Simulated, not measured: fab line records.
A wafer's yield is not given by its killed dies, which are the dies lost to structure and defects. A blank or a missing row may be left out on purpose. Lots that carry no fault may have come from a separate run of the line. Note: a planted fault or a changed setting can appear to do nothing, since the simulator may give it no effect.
Split-lot study + flow n5_finfet + 7 lots, 21 wafers read, on a route of 1938 steps

THE SPLIT
At N5_BEOL_M13_ETCH_59 (etches BARC in N2/H2, target depth 89 nm, overetch 26.7 nm, time 67.9 s), the setting time_s was moved away from the recipe's 67.9 s on 6 of the 21 wafers read, by -21.9% to +21.1%. For the rest of the wafers, this setting stayed at what the recipe calls for.

There is no step in the file separating the split from the reading.

THE READING
coat_of_BEOL_M13_COAT_04.thk_nm (the simulator's own value, which no gauge read), in nm, at N5_BEOL_M13_VIA_ETCH_16 (etches SiOC in C4F8/O2/Ar, target depth 921.7 nm). The file gives no usual value for it. Average 70.1 nm, standard deviation 3.3 nm, over the 15 wafers here run with the recipe.

| wafer  | tool, chamber at the split | time_s as run, s | against the recipe | coat_of_BEOL_M13_COAT_04.thk_nm, nm | against lot-mates on the recipe |
|--------|----------------------------|------------------|--------------------|-------------------------------------|---------------------------------|
| L077.3 | rie_diel-01, 0             | 67.9             | recipe             | 74                                  | -                               |
| L077.5 | rie_diel-01, 1             | 67.9             | recipe             | 72                                  | -                               |
| L077.6 | rie_diel-01, 0             | 67.9             | recipe             | 70.2                                | -                               |
| L076.3 | rie_diel-06, 1             | 67.9             | recipe             | 74.8                                | -                               |
| L076.4 | rie_diel-06, 0             | 67.9             | recipe             | 70                                  | -                               |
| L076.6 | rie_diel-06, 2             | 67.9             | recipe             | 70.8                                | -                               |
| L078.4 | rie_diel-06, 0             | 67.9             | recipe             | 70.4                                | -                               |
| L078.5 | rie_diel-06, 2             | 67.9             | recipe             | 68.6                                | -                               |
| L078.6 | rie_diel-06, 1             | 67.9             | recipe             | 65                                  | -                               |
| L083.3 | rie_diel-01, 2             | 67.9             | recipe             | 73                                  | -                               |
| L083.5 | rie_diel-01, 1             | 82.25            | +21.1%             | 54                                  | -19.0                           |
| L083.6 | rie_diel-01, 0             | 82.25            | +21.1%             | 54                                  | -19.0                           |
| L090.3 | rie_diel-01, 2             | 62.58            | -7.8%              | 75.4                                | +8.7                            |
| L090.4 | rie_diel-01, 3             | 67.9             | recipe             | 66.8                                | -                               |
| L090.6 | rie_diel-01, 2             | 67.9             | recipe             | 66.6                                | -                               |
| L094.2 | rie_diel-06, 2             | 74.37            | +9.5%              | 68.4                                | -4.7                            |
| L094.3 | rie_diel-06, 3             | 67.9             | recipe             | 73.4                                | -                               |
| L094.4 | rie_diel-06, 0             | 67.9             | recipe             | 72.8                                | -                               |
| L082.2 | rie_diel-01, 0             | 53.03            | -21.9%             | 87                                  | +23.4                           |
| L082.4 | rie_diel-01, 1             | 53.03            | -21.9%             | 82.6                                | +19.0                           |
| L082.6 | rie_diel-01, 0             | 67.9             | recipe             | 63.6                                | -                               |

THE FIT
A straight line over all 21 wafers: coat_of_BEOL_M13_COAT_04.thk_nm changes by -0.689 nm for each +1% of time_s; r = -0.91; the points scatter about the line by 3.2 nm.
The same after taking each lot's own level away (the mean of its wafers on the recipe; 21 wafers): -0.92 nm for each +1%; r = -0.98; scatter 1.8 nm.
The reading moves by 20 nm for the largest change in time_s, on that fit.
The span of the lots' own levels, 63.60 to 73.10 nm, comes to 2.9 times the standard deviation stated above.
So the lot-to-lot level changes the slope: the two fits differ.
Check: +19.4 nm against its lot-mates is what the line predicts for one of the wafers moved furthest among these (-21.9%) when that wafer is left out of the fit. It came out at +23.4 nm against them.

THE WHOLE CHAIN: every reading that the file lists as answering this split, in the file's order
| step                    | what it does                                                            | reading                                                                          | change (the file's fit)               | r (the file's) |
|-------------------------|-------------------------------------------------------------------------|----------------------------------------------------------------------------------|---------------------------------------|----------------|
| N5_BEOL_M13_ETCH_59     | etches BARC in N2/H2, target depth 89 nm, overetch 26.7 nm, time 67.9 s | coat_of_BEOL_M13_COAT_04.thk_nm (the simulator's own value, which no gauge read) | -0.698 nm for each +1% of the setting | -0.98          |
| N5_BEOL_M13_VIA_ETCH_16 | etches SiOC in C4F8/O2/Ar, target depth 921.7 nm                        | coat_of_BEOL_M13_COAT_04.thk_nm (the simulator's own value, which no gauge read) | -0.908 nm for each +1% of the setting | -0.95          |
| N5_BEOL_M13_STRIP_63    | strips in N2/H2                                                         | strip_time_to_endpoint_s                                                         | withheld for each +1% of the setting  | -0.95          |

THE FILE'S OWN FIT
coat_of_BEOL_M13_COAT_04.thk_nm changes by -0.908 nm for each +1% of time_s, r = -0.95.
